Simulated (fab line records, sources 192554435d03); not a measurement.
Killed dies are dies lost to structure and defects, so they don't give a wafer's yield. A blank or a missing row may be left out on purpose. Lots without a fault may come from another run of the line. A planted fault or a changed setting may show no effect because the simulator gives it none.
fab line records | flow n5_finfet
record lots=7 wafers=39
route steps=1938 shown BEOL_M2@890
start_h: hours from the record's first day to the start of the lot's first wafer shown | wait_h: hours since the lot's step before | " the same as in the row above | L1.1+2: a row that stands for several wafers | - no value, or no start given | * or withheld: withheld | < > ~ a bound
route shown NAME@n: a module of which the file shows steps, and the number in the route of the first | usual: mean/standard deviation of fault-free wafers | same: alike in all rows | chamber/n: place in a boat | sites: the reading at each site | _std_site: their standard deviation | _edge_site: outer sites' mean less inner sites' | radius_mm: how far each site lies from the wafer's centre | mask NAME#n: copy n | behind: the tool/chamber that last shaped the wafer | hold: why the lot was held/for how many hours/how that ended | device: the transistor (n, p or np) that didn't switch | end of line: the same wafers' tests at the end of the route | a step without rows: its recipe alone | killed: dies lost to structure and defects at the first sort, not the wafer's yield | map: a wafer's dies, x killed, . not, _ none there
set.NAME: the setting as run; set.NAME@STEP: as run at that earlier step | model.NAME: the simulator's own value behind a step, which no gauge read
lots whose settings were changed on purpose; a table a step, a row a wafer
## steps
# step N5_BEOL_M2_TRENCH_ETCH_37
# recipe chemistry=C4F6/O2 target_depth_a=555.55 target=SiOC time_s=29.2 ion_energy_ev=250 pressure_mtorr=30 source_w=355 bias_w=185 Ar_flow_sccm=300 C4F6_flow_sccm=10 O2_flow_sccm=10
# columns lot.wafer tool chamber start_h wait_h set.time_s model.BEOL_M2.feature_depth_nm model.etch.depth_nm model.TiN_of_BEOL_M2_HM_DEP_02.thk_nm
L077.1 rie_diel-03 2 - - 16.54 30.2 30.19 18.8
L077.2 " 3 " " 29.2 55.4 55.31 17.8
L077.3 " 1 " " 16.54 31.4 31.39 18.8
L077.4 " 0 " " 16.54 31 30.96 18.8
L077.5 " 3 " " 29.2 54.6 54.53 18
L077.6 " 2 " " 29.2 53.6 53.58 17.8
L079.1 rie_diel-04 2 - - 35.17 66.6 66.58 16.8
L079.2 " 0 " " 29.2 54.8 54.88 17.6
L079.3 " 3 " " 29.2 54.8 54.78 17.6
L079.4 " 1 " " 35.17 66.8 66.88 17
L079.5 " 3 " " 35.17 65.6 65.67 17
L079.6 " 0 " " 29.2 55.2 55.28 17.4
L081.1 rie_diel-03 1 - - 29.2 54.6 54.67 17.6
L081.2 " 2 " " 20.01 36.8 36.87 18.2
L081.3 " 0 " " 20.01 37.4 37.34 18.6
L081.4 " 3 " " 29.2 54 53.92 17.6
L081.5 " 1 " " 20.01 37.6 37.55 18.4
L081.6 " 2 " " 29.2 53.6 53.54 17.6
L088.1 rie_diel-01 3 - - 29.2 55.4 55.43 17.6
L088.2 " 1 " " 29.2 55.4 55.33 17.6
L088.3 " 0 " " 45.91 86.6 86.66 16.2
L088.4 " 2 " " 29.2 54.6 54.52 17.6
L088.5 " 1 " " 45.91 87.4 87.49 16.4
L088.6 " 2 " " 45.91 86.2 86.13 16.4
L089.1 rie_diel-01 0 - - 29.2 55.4 55.41 18
L089.2 " 3 " " 29.2 55.6 55.54 18
L089.3 " 2 " " 29.2 55.2 55.26 17.8
L089.4 " 3 " " 29.2 56.2 56.12 18
L089.5 " 2 " " 29.2 55.6 55.61 17.8
L089.6 " 0 " " 29.2 55.8 55.9 17.8
L092.1 rie_diel-04 3 - - 15.51 30 29.95 18.2
L092.2 " 1 " " 15.51 29.6 29.6 18.4
L092.3 " 2 " " 29.2 55.6 55.52 17.6
L092.4 " 3 " " 29.2 57.2 57.14 17.4
L092.5 " 1 " " 15.51 29.2 29.29 18.4
L092.6 " 2 " " 29.2 55.4 55.42 17.4
L094.1 rie_diel-04 3 - - 29.2 55.8 55.83 17.8
L094.2 " 2 " " 29.2 55 54.99 17.6
L094.5 " 3 " " 29.2 55.6 55.6 17.6
# step N5_BEOL_M2_ETCH_41
# recipe chemistry=CH3F/O2 target=SiCN target_depth_a=299 taper_deg=2 time_s=52.5 ion_energy_ev=120 mask_material=TiN pressure_mtorr=30 source_w=395 bias_w=75 Ar_flow_sccm=150 CH3F_flow_sccm=30 O2_flow_sccm=20
# step N5_BEOL_M2_STRIP_97
# recipe chemistry=N2/H2 time_s=10 power_w=450 temp_c=40 pressure_mtorr=20 rf_frequency_hz=6e+07 bias_power_w=7 n2_flow_sccm=200 h2_flow_sccm=200
# step N5_BEOL_M2_OCD_MEAS_38
# usual trench_depth_nm=55.3/0.86
# columns lot.wafer tool chamber start_h wait_h set.time_s@BEOL_M2_TRENCH_ETCH_37 trench_depth_nm
L077.1 ocd-01 - 153.77 - 16.54 30.2
L077.2 " - " " 29.2 54.7
L077.3 " - " " 16.54 31.4
L077.4 " - " " 16.54 31.3
L077.5 " - " " 29.2 54.5
L077.6 " - " " 29.2 53.2
L079.1 ocd-02 - 168.03 - 35.17 66.7
L079.2 " - " " 29.2 55.0
L079.3 " - " " 29.2 54.9
L079.4 " - " " 35.17 67.2
L079.5 " - " " 35.17 65.6
L079.6 " - " " 29.2 54.9
L081.1 ocd-01 - 204.66 - 29.2 54.8
L081.2 " - " " 20.01 37.2
L081.3 " - " " 20.01 37.3
L081.4 " - " " 29.2 54.5
L081.5 " - " " 20.01 37.4
L081.6 " - " " 29.2 53.5
L088.1 ocd-01 - 226.47 - 29.2 55.5
L088.2 " - " " 29.2 55.8
L088.3 " - " " 45.91 86.9
L088.4 " - " " 29.2 54.6
L088.5 " - " " 45.91 86.9
L088.6 " - " " 45.91 85.9
L089.1 ocd-01 - 229.86 - 29.2 54.9
L089.2 " - " " 29.2 55.9
L089.3 " - " " 29.2 55.2
L089.4 " - " " 29.2 56.5
L089.5 " - " " 29.2 55.6
L089.6 " - " " 29.2 55.6
L092.1 ocd-02 - 252.57 - 15.51 30.1
L092.2 " - " " 15.51 29.7
L092.3 " - " " 29.2 55.4
L092.4 " - " " 29.2 57.3
L092.5 " - " " 15.51 29.2
L092.6 " - " " 29.2 55.9
L094.1 ocd-02 - 261.29 - 29.2 55.5
L094.2 " - " " 29.2 54.9
L094.5 " - " " 29.2 55.4
# step N5_BEOL_M2_HM_STRIP_39
# recipe chemistry=peroxide_tin_strip material=TiN target_depth_a=250 temp_c=50 time_s=158
# step N5_BEOL_M2_SRD_40
# recipe time_s=30 temp_c=23 rinse_liquid=diw dry=ipa_marangoni
# step N5_BEOL_M2_ECD_50
# recipe material=Cu target_thk_a=3000
# step N5_BEOL_M2_ANNEAL_51
# recipe temp_c=225 time_s=90 ambient=N2
# step N5_BEOL_M2_CMP_52
# recipe stop_on=SiOC t_overpolish_s=6.8 down_force_psi=1 platen_rpm=50 clearing_platen_down_force_psi=1.5 clearing_platen_rpm=50 post_cmp_clean=cu_alkaline target_thk_nm=40 clearing_platen_pad_velocity_m_s=0.99484 pad_velocity_m_s=0.99484
# columns lot.wafer tool chamber start_h wait_h set.time_s@BEOL_M2_TRENCH_ETCH_37 model.Cu_of_BEOL_M2_ECD_50.thk_nm
L077.2 cmp-04 1 158.56 0.2 29.2 41.6
L077.1 " 2 " " 16.54 15.8
L077.3 " 3 " " 16.54 17
L077.4 " 0 " " 16.54 16
L077.6 " 1 " " 29.2 39.2
L077.5 " 2 " " 29.2 40.4
L079.4 cmp-02 3 171.51 0.3 35.17 52.4
L079.3 " 0 " " 29.2 40.6
L079.2 " 1 " " 29.2 39.8
L079.1 " 2 " " 35.17 54.6
L079.5 " 3 " " 35.17 51
L079.6 " 0 " " 29.2 40.2
L081.2 cmp-01 1 208.33 0.3 20.01 20.2
L081.1 " 2 " " 29.2 38.8
L081.3 " 3 " " 20.01 21
L081.4 " 0 " " 29.2 37
L081.5 " 1 " " 20.01 21.6
L081.6 " 2 " " 29.2 36.8
L088.1 cmp-02 0 229.47 0.3 29.2 38.6
L088.2+4 " 1,3 " " 29.2 39.2
L088.3 " 2 " " 45.91 72.2
L088.5 " 0 " " 45.91 71.4
L088.6 " 1 " " 45.91 70.2
L089.2 cmp-04 1 233.47 0.2 29.2 40.2
L089.3 " 2 " " 29.2 39.2
L089.1 " 3 " " 29.2 37.2
L089.4 " 0 " " 29.2 40.4
L089.5 " 1 " " 29.2 40.8
L089.6 " 2 " " 29.2 39.6
L092.1 cmp-01 3 255.69 0.3 15.51 14.8
L092.4 " 0 " " 29.2 42.4
L092.2 " 1 " " 15.51 14.4
L092.3 " 2 " " 29.2 40.2
L092.6 " 3 " " 29.2 39.6
L092.5 " 0 " " 15.51 13.6
L094.1 cmp-04 1 264.92 0.3 29.2 42.8
L094.2 " 0 " " 29.2 40.2
L094.5 " 2 " " 29.2 41
# step N5_BEOL_M2_THK_MEAS_53
# recipe thk_meas_gauge=xrf reads=Cu_of_BEOL_M2_ECD_50
# usual M2_THK=40.7/1.2
# columns lot.wafer tool chamber start_h wait_h set.time_s@BEOL_M2_TRENCH_ETCH_37 M2_THK[nm]
L077.1 film_metro-02 - 158.86 - 16.54 16.2
L077.2 " - " " 29.2 42.4
L077.3 " - " " 16.54 17.5
L077.4 " - " " 16.54 16.5
L077.5 " - " " 29.2 41.4
L077.6 " - " " 29.2 40.1
L079.1 film_metro-01 - 171.81 - 35.17 55.5
L079.2 " - " " 29.2 40.3
L079.3 " - " " 29.2 41.0
L079.4 " - " " 35.17 53.2
L079.5 " - " " 35.17 51.7
L079.6 " - " " 29.2 40.8
L081.1 film_metro-02 - 208.63 - 29.2 39.2
L081.2 " - " " 20.01 20.5
L081.3 " - " " 20.01 21.5
L081.4 " - " " 29.2 37.6
L081.5 " - " " 20.01 21.9
L081.6 " - " " 29.2 37.4
L088.1 film_metro-01 - 229.76 - 29.2 39.2
L088.2 " - " " 29.2 40.0
L088.3 " - " " 45.91 73.4
L088.4 " - " " 29.2 40.1
L088.5 " - " " 45.91 72.5
L088.6 " - " " 45.91 71.7
L089.1 film_metro-01 - 233.76 - 29.2 38.2
L089.2 " - " " 29.2 41.2
L089.3 " - " " 29.2 39.9
L089.4 " - " " 29.2 41.6
L089.5 " - " " 29.2 41.6
L089.6 " - " " 29.2 40.6
L092.1 film_metro-01 - 255.99 - 15.51 15.1
L092.2 " - " " 15.51 14.5
L092.3 " - " " 29.2 40.9
L092.4 " - " " 29.2 43.1
L092.5 " - " " 15.51 13.8
L092.6 " - " " 29.2 40.2
L094.1 film_metro-01 - 265.21 - 29.2 44.0
L094.2 " - " " 29.2 41.2
L094.5 " - " " 29.2 42.1
# step N5_BEOL_M2_PRE_CLEAN_60
# recipe gas=NH3/H2 time_s=15 temp_c=* rf_power_w=300
# step N5_BEOL_M2_CO_CAP_55
# recipe material=Co target_thk_a=20 temp_c=200 precursor=CCTBA/H2 pressure_torr=30 time_s=102.1
# step N5_BEOL_M2_PRE_CLEAN_56
# recipe gas=NH3 time_s=15 temp_c=withheld rf_power_w=300
# step N5_BEOL_M2_DEP_57
# recipe material=SiCN target_thk_a=80 temp_c=withheld precursor=3MS/NH3 pressure_torr=3 rf_w=202 time_s=14
# step N5_BEOL_M2_RS_MEAS_58
# recipe thk_meas_gauge=four-point-probe reads=Co_of_BEOL_M2_CO_CAP_55+Cu_of_BEOL_M2_ECD_50+Co_of_BEOL_M2_CVD_47+TaN_of_BEOL_M2_ALD_84
# usual M2_RS=0.672/0.026
# columns lot.wafer tool chamber start_h wait_h set.time_s@BEOL_M2_TRENCH_ETCH_37 M2_RS[ohm/sq]
L077.1 film_metro-02 - 159.16 0.1 16.54 2.337
L077.2 " - " " 29.2 0.635
L077.3 " - " " 16.54 2.108
L077.4 " - " " 16.54 2.321
L077.5 " - " " 29.2 0.660
L077.6 " - " " 29.2 0.686
L079.1 film_metro-02 - 172.07 0.0 35.17 0.450
L079.2 " - " " 29.2 0.673
L079.3 " - " " 29.2 0.656
L079.4 " - " " 35.17 0.474
L079.5 " - " " 35.17 0.491
L079.6 " - " " 29.2 0.665
L081.1 film_metro-01 - 209.16 0.1 29.2 0.697
L081.2 " - " " 20.01 1.682
L081.3 " - " " 20.01 1.576
L081.4 " - " " 29.2 0.740
L081.5 " - " " 20.01 1.532
L081.6 " - " " 29.2 0.747
L088.1 film_metro-02 - 230.02 0.0 29.2 0.700
L088.2 " - " " 29.2 0.685
L088.3 " - " " 45.91 0.322
L088.4 " - " " 29.2 0.684
L088.5 " - " " 45.91 0.326
L088.6 " - " " 45.91 0.332
L089.1 film_metro-02 - 234.28 0.0 29.2 0.734
L089.2 " - " " 29.2 0.662
L089.3 " - " " 29.2 0.688
L089.4 " - " " 29.2 0.656
L089.5 " - " " 29.2 0.653
L089.6 " - " " 29.2 0.673
L092.1 film_metro-01 - 256.25 0.0 15.51 2.580
L092.2 " - " " 15.51 2.715
L092.3 " - " " 29.2 0.664
L092.4 " - " " 29.2 0.623
L092.5 " - " " 15.51 2.917
L092.6 " - " " 29.2 0.677
L094.1 film_metro-01 - 265.47 0.0 29.2 0.612
L094.2 " - " " 29.2 0.662
L094.5 " - " " 29.2 0.648
## key
split step=N5_BEOL_M2_TRENCH_ETCH_37 setting=time_s stated=29.2 by=wafer
response step=N5_BEOL_M2_TRENCH_ETCH_37 reading=model.BEOL_M2.feature_depth_nm change=+0.552 per=1% r=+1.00
response step=N5_BEOL_M2_TRENCH_ETCH_37 reading=model.etch.depth_nm change=+0.552 per=1% r=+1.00
response step=N5_BEOL_M2_TRENCH_ETCH_37 reading=model.TiN_of_BEOL_M2_HM_DEP_02.thk_nm change=-0.0218 per=1% r=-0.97
response step=N5_BEOL_M2_OCD_MEAS_38 reading=trench_depth_nm change=+0.549 per=1% r=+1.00
response step=N5_BEOL_M2_CMP_52 reading=model.Cu_of_BEOL_M2_ECD_50.thk_nm change=+0.561 per=1% r=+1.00
response step=N5_BEOL_M2_THK_MEAS_53 reading=M2_THK change=+0.57 per=1% r=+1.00
response step=N5_BEOL_M2_RS_MEAS_58 reading=M2_RS shape=bent at_lowest=2.737 at_stated=0.674 at_highest=0.327
